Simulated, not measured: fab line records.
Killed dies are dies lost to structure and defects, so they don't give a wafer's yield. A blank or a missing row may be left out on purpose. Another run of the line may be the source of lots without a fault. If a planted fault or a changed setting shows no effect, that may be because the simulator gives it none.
A struck lot beside a sound one -- flow n5Finfet -- 15 out of 1938 route steps
Sound: wafers L450.1, L450.4, L450.5. Wafers L461.1, L461.5, L461.6 were the ones struck. At the end, the cause is stated.
For every step that has rows: the tool of each side, followed by ch and its chambers, followed by its first start. Under that, the readings that differ: sound wafers -- struck wafers -- difference of the means -- sigmas: that difference in standard deviations of wafers without a fault.
alike: same words and numbers on both sides, and readings whose means sit less than 2 such deviations apart. not compared: any withheld reading, any reading some wafer has no value for, any bound like >300 that may hide the same value, and any number with overlapping values for which the record gives no deviation.
The two part at a step that has a row with sigmas, a row that says differs or no value, or rows on one side only. Numbers that don't overlap but have no deviation are shown without sigmas and don't part them. A reading missing from all wafers of one side parts the sides only when that side holds two or more wafers.

first, 8 steps without rows for these wafers: N5_WELL_APT_HMDS_01 (time 60 s); N5_WELL_APT_COAT_02 (resist thk 950 nm); N5_WELL_APT_EBR_04; N5_WELL_APT_SOFTBAKE_03 (time 60 s); N5_WELL_APT_EXPOSE_05 (exposes mask NWELL, defocus 0 nm, target cd 200 nm); N5_WELL_APT_PEB_06 (peb time 90 s); N5_WELL_APT_DEVELOP_07 (develop time 45 s); N5_WELL_APT_HARDBAKE_12 (time 120 s).
N5_WELL_APT_CD_MEAS_08: target cd 200 nm.
  sound on cdSem-03 ch 0, day 1 20:17; struck on cdSem-01 ch 0, day 4 13:41
  alike: cdNm
N5_WELL_APT_OVL_MEAS_09:
  sound on overlay-02 ch 0, day 1 20:19; struck on overlay-02 ch 0, day 4 13:43
  alike: NWELL_OVL
N5_WELL_APT_INSPECT_10: inspects for defects (macro).
  sound on defectInspect-01 at day 1 20:20; struck on defectInspect-02 at day 4 13:44
  alike: rawDefectCount
N5_WELL_APT_DESCUM_13: chemistry O2, time 7.9 s.
  sound on rieDiel-02 ch 2,3, day 1 20:22; struck on rieDiel-02 ch 0,1, day 4 13:49
  alike: drypumpMotorCurrentA, oesProductAu, rfVppV, showerheadPlenumPTorr, throttleValvePct
  not compared: rfHoursCounterH
N5_WELL_APT_IMPLANT_14:
  sound on implanter-02 ch 0, day 1 20:28; struck on implanter-02 ch 0, day 4 13:55
reading,sound,struck,difference,sigmas
doseIonsCm2,1.4984e+13 1.4967e+13 1.4989e+13,2.0339e+13 2.0337e+13 2.0338e+13,+5.3580e+12,+99 or more
faradayCurrentUA,191 195 189,254 258 260,+66,+18
next, for these wafers, 1 step has no rows: N5_WELL_APT_IMPLANT_15.
-- here the record skips 10 days between the struck wafers' starts before and after, leaving off in module WELL_APT and picking up in module PASSIVATION (first step shown: number 1936 of the route) --
N5_PASSIVATION_PROBE_49:
  sound on prober-02 at day 11 23:28; struck on prober-02 at day 14 14:30
  alike: killed_at_M0_to_M3, killed_at_M4_up, killedAtContacts, killedAtFrontEnd, killedAtOther, killedDies, killedOpen, killedShort

WHERE THEY PART
Within this record, at N5_WELL_APT_IMPLANT_14 only. Later steps at which nothing parts them and some readings are alike: N5_PASSIVATION_PROBE_49.

WHY: what the simulator had put in
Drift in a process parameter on implanter-02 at N5_WELL_APT_IMPLANT_14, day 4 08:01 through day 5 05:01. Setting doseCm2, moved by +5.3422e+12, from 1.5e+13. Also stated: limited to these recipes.
